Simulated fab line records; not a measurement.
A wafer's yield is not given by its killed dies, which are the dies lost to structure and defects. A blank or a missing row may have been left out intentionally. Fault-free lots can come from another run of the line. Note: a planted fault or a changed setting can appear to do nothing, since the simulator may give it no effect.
fab line records + flow nand_harc + part 2 of 2: steps 5 to 6 of 6
record:
- lots: 21
- wafers: 63
- last_day: 33
route steps=1302 shown A_STAIRCASE@716
lots untouched by any fault: they come from a run of this same line in which no faults occurred
start_h: the number of hours between the record's first day and the start of the first shown wafer of the lot + wait_h: hours since the lot's step before + " identical to the entry in the row above + L1.1+2: a row that stands for several wafers + - no value, or no start given + * or withheld: withheld + < > ~ a bound
route shown NAME@n: names a module that has steps shown in the file, with the first one's number in the route + usual: mean and standard deviation over wafers with no fault + same: alike in all rows + chamber/n: place in a boat + sites: per-site readings + _std_site: how widely they spread, as a standard deviation + _edge_site: outer sites' mean less inner sites' + radius_mm: for every site, how far away it sits from the centre of the wafer + mask NAME#n: copy n + behind: the most recent tool/chamber to have shaped the wafer + hold: reason for holding the lot/hours on hold/outcome of the hold + device: transistor that didn't switch, given as n, p or np + end of line: tests run on the same wafers once the route is complete + a step with no rows: only its recipe + killed: the dies lost at the first sort to structure and to defects; this is not the yield of the wafer + map: per-die view of a wafer (x killed, . not killed, _ where there is no die)
set.NAME: setting as actually run; set.NAME@STEP: the setting as run at that earlier step + model.NAME: the simulator's own value behind a step, which no gauge read
the route's steps for a sample of lots (tables are steps, rows are wafers)
services: from which hour (start_h, from the record's first day; less than 0 if before it) a tool's chamber was out of use, for how many hours, and why
== steps ==
step: NHARC_A_STAIRCASE_ETCH_271
recipe:
- cf4_flow_sccm: 100
- chf3_flow_sccm: 30
- ar_flow_sccm: 0
- rf_w: 500
- bias_w: 200
- chemistry: CF4/CHF3
usual:
- bias_w: 199.9/0.62
- drypump_motor_current_A: 5.7/0.48
- oes_product_au: 0.950/0.021
- rf_vpp_V: 370.6/2.7
- showerhead_plenum_p_Torr: 1.57/0.072
- throttle_valve_pct: 16.803/0.01
| lot.wafer | tool        | chamber | start_h | wait_h | bias_w | drypump_motor_current_A | oes_product_au | rf_hours_counter_h | rf_vpp_V | showerhead_plenum_p_Torr | throttle_valve_pct |
|-----------|-------------|---------|---------|--------|--------|-------------------------|----------------|--------------------|----------|--------------------------|--------------------|
| L074.1    | rie_diel-01 | 2       | 374.52  | 0.1    | 200.2  | 6.4                     | 0.937          | 45                 | 364.9    | 1.45                     | 16.795             |
| L074.4    | "           | 3       | "       | "      | 198.9  | 6.0                     | 0.923          | 58                 | 368.9    | 1.47                     | 16.813             |
| L074.6    | "           | 3       | "       | "      | 199.0  | 6.1                     | 0.927          | -                  | 367.6    | 1.47                     | 16.783             |
| L075.4    | rie_diel-01 | 2       | 378.16  | 0.1    | 197.8  | 6.4                     | 0.973          | 47                 | 367.3    | 1.46                     | 16.790             |
| L075.3    | "           | 1       | "       | "      | 199.0  | 6.3                     | 0.982          | 54                 | 374.2    | 1.64                     | 16.794             |
| L075.5    | "           | 2       | "       | "      | 198.1  | 6.4                     | 0.965          | -                  | 367.4    | 1.45                     | 16.787             |
| L076.3    | rie_diel-09 | 3       | 389.57  | 0.1    | 199.2  | 5.5                     | 0.954          | 19                 | 370.9    | 1.57                     | 16.795             |
| L076.5    | "           | 1       | "       | "      | 199.1  | 5.5                     | 0.953          | -                  | 371.8    | 1.58                     | 16.793             |
| L076.6    | "           | 0       | "       | "      | 198.7  | 6.1                     | 0.945          | -                  | 371.9    | 1.59                     | 16.802             |
| L077.3    | rie_diel-09 | 0       | 417.34  | 0.2    | 200.7  | 6.1                     | 0.918          | 33                 | 371.2    | 1.59                     | 16.803             |
| L077.2    | "           | 1       | "       | "      | 200.3  | 5.5                     | 0.936          | 39                 | 371.7    | 1.58                     | 16.806             |
| L077.4    | "           | 3       | "       | "      | 199.5  | 5.5                     | 0.919          | 34                 | 371.5    | 1.57                     | 16.812             |
| L078.4    | rie_diel-05 | 3       | 418.85  | 0.1    | 200.0  | 6.3                     | 0.936          | 0                  | 375.7    | 1.65                     | 16.807             |
| L078.3    | "           | 1       | "       | "      | 199.3  | 5.4                     | 0.950          | 0                  | 371.8    | 1.63                     | 16.806             |
| L078.6    | "           | 2       | "       | "      | 200.3  | 4.7                     | 0.933          | -                  | 369.5    | 1.56                     | 16.808             |
| L080.1    | rie_diel-09 | 3       | 421.23  | 0.1    | 199.7  | 5.5                     | 0.978          | 35                 | 369.5    | 1.57                     | 16.810             |
| L080.6    | "           | 1       | "       | "      | 200.3  | 5.5                     | 0.966          | -                  | 371.6    | 1.58                     | 16.821             |
| L080.5    | "           | 2       | "       | "      | 200.6  | 5.8                     | 0.985          | -                  | 366.1    | 1.49                     | 16.795             |
| L079.3    | rie_diel-01 | 2       | 421.45  | 0.1    | 200.5  | 6.4                     | 0.925          | 17                 | 374.4    | 1.70                     | 16.813             |
| L079.5    | "           | 3       | "       | "      | 199.1  | 6.0                     | 0.923          | -                  | 366.4    | 1.47                     | 16.785             |
| L079.4    | "           | 2       | "       | "      | 200.7  | 6.4                     | 0.925          | -                  | 376.0    | 1.70                     | 16.815             |
| L081.2    | rie_diel-05 | 3       | 439.72  | 0.1    | 199.6  | 6.3                     | 0.953          | 5                  | 373.3    | 1.65                     | 16.801             |
| L081.4    | "           | 2       | "       | "      | 199.7  | 4.7                     | 0.946          | 6                  | 369.4    | 1.56                     | 16.809             |
| L081.5    | "           | 3       | "       | "      | 199.5  | 6.3                     | 0.948          | -                  | 372.5    | 1.65                     | 16.802             |
| L083.1    | rie_diel-09 | 1       | 448.94  | 0.1    | 199.8  | 5.5                     | 0.976          | 50                 | 370.9    | 1.58                     | 16.798             |
| L083.4    | "           | 0       | "       | "      | 200.6  | 6.1                     | 0.957          | -                  | 370.9    | 1.59                     | 16.806             |
| L083.5    | "           | 1       | "       | "      | 199.9  | 5.5                     | 0.980          | -                  | 370.1    | 1.58                     | 16.824             |
| L082.3    | rie_diel-09 | 1       | 457.36  | 0.1    | 200.0  | 5.5                     | 0.933          | 53                 | 370.1    | 1.58                     | 16.830             |
| L082.4    | "           | 0       | "       | "      | 200.2  | 6.1                     | 0.924          | -                  | 371.4    | 1.59                     | 16.821             |
| L082.6    | "           | 1       | "       | "      | 200.4  | 5.5                     | 0.933          | -                  | 371.1    | 1.58                     | 16.807             |
| L085.1    | rie_diel-05 | 3       | 480.88  | 0.1    | 199.8  | 6.3                     | 0.960          | 17                 | 374.0    | 1.65                     | 16.803             |
| L085.4    | "           | 1       | "       | "      | 199.8  | 5.3                     | 0.985          | 21                 | 371.8    | 1.62                     | 16.799             |
| L085.3    | "           | 2       | "       | "      | 200.0  | 4.7                     | 0.967          | 19                 | 369.6    | 1.56                     | 16.803             |
| L086.3    | rie_diel-09 | 2       | 492.19  | 0.1    | 199.6  | 5.8                     | 0.972          | 42                 | 368.4    | 1.49                     | 16.801             |
| L086.4    | "           | 3       | "       | "      | 200.3  | 5.5                     | 0.958          | 53                 | 371.5    | 1.56                     | 16.789             |
| L086.1    | "           | 1       | "       | "      | 199.9  | 5.5                     | 0.983          | 67                 | 370.0    | 1.57                     | 16.807             |
| L087.4    | rie_diel-09 | 2       | 513.91  | 0.1    | 199.1  | 5.8                     | 0.957          | 1                  | 368.1    | 1.49                     | 16.797             |
| L087.2    | "           | 3       | "       | "      | 199.8  | 5.5                     | 0.958          | 2                  | 370.1    | 1.56                     | 16.793             |
| L087.1    | "           | 0       | "       | "      | 201.4  | 6.1                     | 0.950          | 1                  | 369.8    | 1.58                     | 16.824             |
| L089.2    | rie_diel-01 | 0       | 515.90  | 0.1    | 200.8  | 4.8                     | 0.972          | 40                 | 375.8    | 1.69                     | 16.798             |
| L089.3    | "           | 1       | "       | "      | 200.7  | 6.2                     | 0.959          | 34                 | 372.5    | 1.63                     | 16.799             |
| L089.6    | "           | 3       | "       | "      | 200.3  | 6.1                     | 0.974          | -                  | 368.2    | 1.46                     | 16.818             |
| L088.3    | rie_diel-05 | 2       | 516.06  | 0.1    | 200.9  | 4.7                     | 0.972          | 28                 | 369.5    | 1.56                     | 16.797             |
| L088.2    | "           | 3       | "       | "      | 200.3  | 6.4                     | 0.964          | 27                 | 372.9    | 1.65                     | 16.805             |
| L088.6    | "           | 0       | "       | "      | 200.4  | 5.9                     | 0.957          | -                  | 366.9    | 1.47                     | 16.803             |
| L091.3    | rie_diel-01 | 1       | 549.84  | 0.1    | 200.6  | 6.3                     | 0.918          | 43                 | 372.0    | 1.63                     | 16.818             |
| L091.1    | "           | 2       | "       | "      | 200.7  | 6.4                     | 0.926          | 64                 | 375.5    | 1.68                     | 16.803             |
| L091.6    | "           | 3       | "       | "      | 199.9  | 6.0                     | 0.908          | -                  | 367.5    | 1.46                     | 16.797             |
| L092.1    | rie_diel-09 | 0       | 557.31  | 0.1    | 199.7  | 6.1                     | 0.920          | 16                 | 370.6    | 1.58                     | 16.803             |
| L092.3    | "           | 2       | "       | "      | 200.6  | 5.7                     | 0.923          | 17                 | 366.3    | 1.48                     | 16.792             |
| L092.2    | "           | 3       | "       | "      | 200.8  | 5.5                     | 0.931          | 18                 | 371.5    | 1.56                     | 16.800             |
| L093.4    | rie_diel-09 | 2       | 560.13  | 0.1    | 199.4  | 5.8                     | 0.927          | 18                 | 365.8    | 1.48                     | 16.812             |
| L093.1    | "           | 3       | "       | "      | 200.5  | 5.5                     | 0.918          | 19                 | 369.9    | 1.56                     | 16.798             |
| L093.5    | "           | 2       | "       | "      | 199.9  | 5.8                     | 0.925          | -                  | 367.5    | 1.48                     | 16.808             |
| L094.4    | rie_diel-05 | 1       | 578.13  | 0.1    | 199.9  | 5.3                     | 0.973          | 51                 | 372.4    | 1.61                     | 16.798             |
| L094.1    | "           | 0       | "       | "      | 200.5  | 5.9                     | 0.953          | 49                 | 367.8    | 1.47                     | 16.798             |
| L094.6    | "           | 1       | "       | "      | 200.4  | 5.3                     | 0.983          | -                  | 372.5    | 1.61                     | 16.806             |
| L096.4    | rie_diel-01 | 1       | 583.72  | 0.1    | 199.6  | 6.3                     | 0.967          | 9                  | 371.5    | 1.63                     | 16.809             |
| L096.3    | "           | 3       | "       | "      | 199.4  | 6.1                     | 0.947          | 3                  | 374.3    | 1.70                     | 16.782             |
| L096.5    | "           | 0       | "       | "      | 200.4  | 4.8                     | 0.971          | -                  | 374.8    | 1.69                     | 16.807             |
| L097.1    | rie_diel-09 | 2       | 609.73  | 0.1    | 200.2  | 5.8                     | 0.921          | 36                 | 365.8    | 1.48                     | 16.815             |
| L097.4    | "           | 3       | "       | "      | 199.4  | 5.5                     | 0.929          | 28                 | 370.4    | 1.56                     | 16.818             |
| L097.5    | "           | 0       | "       | "      | 200.9  | 6.1                     | 0.917          | -                  | 369.8    | 1.58                     | 16.798             |
step: NHARC_A_STAIRCASE_HM_OPEN_460
recipe:
- o2_flow_sccm: 400
- cos_flow_sccm: 20
- ar_flow_sccm: 0
- rf_w: 500
- bias_w: 300
- chemistry: O2/COS
usual:
- bias_w: 300.0/0.97
- drypump_motor_current_A: 5.8/0.47
- oes_product_au: 0.998/0.0079
- rf_vpp_V: 467/3
- showerhead_plenum_p_Torr: 3.14/0.14
- throttle_valve_pct: 28.329/0.0092
| lot.wafer | tool        | chamber | start_h | wait_h | bias_w | drypump_motor_current_A | oes_product_au | rf_hours_counter_h | rf_vpp_V | showerhead_plenum_p_Torr | throttle_valve_pct |
|-----------|-------------|---------|---------|--------|--------|-------------------------|----------------|--------------------|----------|--------------------------|--------------------|
| L074.1    | rie_diel-05 | 1       | -       | -      | 300.7  | 5.4                     | 0.996          | 47                 | 470      | 3.23                     | 28.324             |
| L074.4    | "           | 2       | "       | "      | 299.1  | 4.7                     | 0.988          | 47                 | 467      | 3.11                     | 28.321             |
| L074.6    | "           | 1       | "       | "      | 302.3  | 5.3                     | 0.996          | -                  | 469      | 3.23                     | 28.318             |
| L075.3    | rie_diel-09 | 0       | -       | -      | 300.6  | 6.1                     | 0.997          | 19                 | 470      | 3.16                     | 28.318             |
| L075.5    | "           | 3       | "       | "      | 300.9  | 5.5                     | 1.000          | -                  | 467      | 3.12                     | 28.339             |
| L075.4    | "           | 0       | "       | "      | 300.9  | 6.1                     | 1.002          | -                  | 469      | 3.16                     | 28.333             |
| L076.3    | rie_diel-05 | 2       | -       | -      | 302.0  | 4.7                     | 1.009          | 56                 | 466      | 3.11                     | 28.328             |
| L076.6    | "           | 0       | "       | "      | 298.7  | 5.9                     | 1.012          | -                  | 463      | 2.94                     | 28.325             |
| L076.5    | "           | 1       | "       | "      | 301.0  | 5.3                     | 1.010          | -                  | 471      | 3.23                     | 28.335             |
| L077.3    | rie_diel-01 | 0       | -       | -      | 298.8  | 4.9                     | 0.993          | 7                  | 473      | 3.37                     | 28.347             |
| L077.2    | "           | 2       | "       | "      | 301.2  | 6.4                     | 1.004          | 19                 | 472      | 3.36                     | 28.330             |
| L077.4    | "           | 2       | "       | "      | 300.9  | 6.4                     | 0.995          | -                  | 473      | 3.36                     | 28.323             |
| L078.3    | rie_diel-09 | 3       | -       | -      | 299.3  | 5.5                     | 0.997          | 36                 | 469      | 3.11                     | 28.342             |
| L078.4    | "           | 1       | "       | "      | 298.8  | 5.5                     | 1.006          | 43                 | 468      | 3.13                     | 28.338             |
| L078.6    | "           | 2       | "       | "      | 301.3  | 5.8                     | 0.997          | -                  | 463      | 2.96                     | 28.334             |
| L080.1    | rie_diel-01 | 0       | -       | -      | 300.2  | 4.9                     | 1.006          | 8                  | 472      | 3.37                     | 28.332             |
| L080.5    | "           | 2       | "       | "      | 299.0  | 6.4                     | 1.007          | -                  | 472      | 3.36                     | 28.329             |
| L080.6    | "           | 3       | "       | "      | 299.7  | 6.0                     | 0.997          | -                  | 461      | 2.92                     | 28.317             |
| L079.4    | rie_diel-09 | 0       | -       | -      | 299.4  | 6.1                     | 0.998          | 36                 | 467      | 3.16                     | 28.311             |
| L079.3    | "           | 1       | "       | "      | 299.4  | 5.5                     | 0.997          | 44                 | 468      | 3.13                     | 28.331             |
| L079.5    | "           | 3       | "       | "      | 299.0  | 5.5                     | 1.008          | -                  | 467      | 3.11                     | 28.325             |
| L081.2    | rie_diel-01 | 3       | -       | -      | 299.9  | 6.0                     | 0.993          | 23                 | 464      | 2.91                     | 28.338             |
| L081.4    | "           | 2       | "       | "      | 299.7  | 6.4                     | 0.992          | 27                 | 471      | 3.36                     | 28.311             |
| L081.5    | "           | 3       | "       | "      | 299.0  | 6.0                     | 0.991          | -                  | 463      | 2.91                     | 28.321             |
| L083.4    | rie_diel-01 | 0       | -       | -      | 299.3  | 4.9                     | 1.003          | 16                 | 472      | 3.36                     | 28.335             |
| L083.1    | "           | 2       | "       | "      | 299.2  | 6.4                     | 1.004          | 32                 | 471      | 3.36                     | 28.325             |
| L083.5    | "           | 0       | "       | "      | 299.3  | 4.9                     | 1.011          | -                  | 470      | 3.36                     | 28.331             |
| L082.3    | rie_diel-01 | 3       | -       | -      | 301.1  | 6.0                     | 0.986          | 27                 | 462      | 2.91                     | 28.341             |
| L082.4    | "           | 1       | "       | "      | 300.4  | 6.2                     | 0.987          | 20                 | 470      | 3.24                     | 28.334             |
| L082.6    | "           | 3       | "       | "      | 301.7  | 6.1                     | 0.986          | -                  | 462      | 2.91                     | 28.341             |
| L085.3    | rie_diel-09 | 0       | -       | -      | 299.3  | 6.1                     | 0.981          | 59                 | 469      | 3.14                     | 28.335             |
| L085.1    | "           | 1       | "       | "      | 297.9  | 5.5                     | 1.003          | 66                 | 468      | 3.12                     | 28.365             |
| L085.4    | "           | 3       | "       | "      | 301.0  | 5.5                     | 0.987          | 53                 | 467      | 3.10                     | 28.339             |
| L086.4    | rie_diel-01 | 2       | -       | -      | 298.6  | 6.4                     | 1.001          | 50                 | 471      | 3.35                     | 28.337             |
| L086.1    | "           | 0       | "       | "      | 299.3  | 4.8                     | 1.010          | 35                 | 472      | 3.35                     | 28.319             |
| L086.3    | "           | 1       | "       | "      | 301.4  | 6.3                     | 0.999          | 30                 | 469      | 3.24                     | 28.329             |
| L087.2    | rie_diel-09 | 0       | -       | -      | 300.9  | 6.1                     | 0.991          | 4                  | 469      | 3.14                     | 28.316             |
| L087.1    | "           | 1       | "       | "      | 300.6  | 5.5                     | 1.007          | 2                  | 467      | 3.12                     | 28.328             |
| L087.4    | "           | 3       | "       | "      | 300.7  | 5.6                     | 0.997          | 4                  | 469      | 3.10                     | 28.340             |
| L089.2    | rie_diel-09 | 3       | -       | -      | 299.0  | 5.6                     | 1.006          | 5                  | 466      | 3.10                     | 28.342             |
| L089.3    | "           | 2       | "       | "      | 300.2  | 5.8                     | 1.006          | 4                  | 463      | 2.95                     | 28.344             |
| L089.6    | "           | 0       | "       | "      | 301.7  | 6.1                     | 0.988          | -                  | 467      | 3.14                     | 28.333             |
| L088.2    | rie_diel-01 | 0       | -       | -      | 299.3  | 4.9                     | 1.001          | 42                 | 472      | 3.35                     | 28.320             |
| L088.3    | "           | 1       | "       | "      | 300.5  | 6.3                     | 1.001          | 36                 | 470      | 3.24                     | 28.332             |
| L088.6    | "           | 1       | "       | "      | 300.1  | 6.3                     | 0.999          | -                  | 469      | 3.24                     | 28.331             |
| L091.1    | rie_diel-05 | 0       | -       | -      | 298.9  | 5.8                     | 0.997          | 42                 | 464      | 2.92                     | 28.331             |
| L091.3    | "           | 3       | "       | "      | 300.9  | 6.3                     | 0.998          | 39                 | 471      | 3.26                     | 28.323             |
| L091.6    | "           | 1       | "       | "      | 300.3  | 5.3                     | 0.998          | -                  | 469      | 3.21                     | 28.326             |
| L092.1    | rie_diel-01 | 2       | 567.78  | 0.2    | 300.4  | 6.4                     | 1.004          | 0                  | 471      | 3.34                     | 28.344             |
| L092.2    | "           | 1       | "       | "      | 300.4  | 6.3                     | 0.997          | 0                  | 470      | 3.23                     | 28.327             |
| L092.3    | "           | 2       | "       | "      | 301.0  | 6.4                     | 0.993          | -                  | 473      | 3.34                     | 28.339             |
| L093.1    | rie_diel-09 | 2       | 574.43  | 6.1    | 300.2  | 5.8                     | 1.003          | 27                 | 465      | 2.94                     | 28.329             |
| L093.4    | "           | 0       | "       | "      | 298.8  | 6.1                     | 0.995          | 26                 | 467      | 3.13                     | 28.328             |
| L093.5    | "           | 2       | "       | "      | 299.0  | 5.8                     | 0.995          | -                  | 461      | 2.94                     | 28.328             |
| L094.4    | rie_diel-09 | 2       | -       | -      | 299.0  | 5.8                     | 0.999          | 30                 | 464      | 2.94                     | 28.332             |
| L094.1    | "           | 3       | "       | "      | 299.8  | 5.6                     | 1.001          | 22                 | 465      | 3.09                     | 28.323             |
| L094.6    | "           | 0       | "       | "      | 300.1  | 6.1                     | 0.981          | -                  | 467      | 3.13                     | 28.325             |
| L096.3    | rie_diel-09 | 1       | -       | -      | 300.2  | 5.5                     | 1.002          | 21                 | 467      | 3.11                     | 28.321             |
| L096.4    | "           | 2       | "       | "      | 300.1  | 5.8                     | 1.000          | 32                 | 463      | 2.94                     | 28.336             |
| L096.5    | "           | 3       | "       | "      | 299.2  | 5.6                     | 1.008          | -                  | 468      | 3.09                     | 28.319             |
| L097.1    | rie_diel-09 | 3       | -       | -      | 302.0  | 5.6                     | 0.998          | 32                 | 466      | 3.09                     | 28.325             |
| L097.4    | "           | 0       | "       | "      | 298.3  | 6.1                     | 0.994          | -                  | 468      | 3.12                     | 28.331             |
| L097.5    | "           | 3       | "       | "      | 300.0  | 5.6                     | 0.994          | -                  | 467      | 3.09                     | 28.336             |
== services ==
| tool        | chamber | start_h | hours | kind   |
|-------------|---------|---------|-------|--------|
| rie_diel-05 | 0       | 340.06  | -     | clean  |
| rie_diel-05 | 1       | 340.06  | -     | clean  |
| rie_diel-05 | 2       | 340.06  | -     | clean  |
| rie_diel-05 | 3       | 340.06  | -     | clean  |
| rie_diel-01 | 2       | 354.91  | 5.2   | repair |
| rie_diel-09 | 2       | 358.23  | 47.1  | repair |
| rie_diel-05 | 0       | 364.56  | -     | clean  |
| rie_diel-05 | 1       | 364.56  | -     | clean  |
| rie_diel-01 | -       | 380.80  | 9.0   | pm     |
| pecvd-03    | -       | 384.71  | 13.0  | pm     |
| rie_diel-09 | -       | 386.94  | 0.4   | repair |
| rie_diel-09 | 0       | 399.13  | 5.0   | repair |
| pecvd-04    | -       | 428.11  | 1.1   | repair |
| rie_diel-09 | 3       | 448.75  | 12.9  | repair |
| pecvd-04    | -       | 450.51  | 13.0  | pm     |
| pecvd-03    | 2       | 471.98  | 10.7  | repair |
| rie_diel-01 | 1       | 476.34  | 10.3  | repair |
| pecvd-01    | -       | 492.00  | 13.0  | pm     |
| rie_diel-09 | -       | 497.19  | 9.0   | pm     |
| rie_diel-01 | -       | 557.80  | 9.0   | pm     |
| rie_diel-09 | 3       | 560.62  | 8.5   | repair |
| pecvd-03    | -       | 565.96  | 13.0  | pm     |
| rie_diel-09 | 1       | 566.46  | 6.7   | repair |
| rie_diel-05 | -       | 587.88  | 9.0   | pm     |
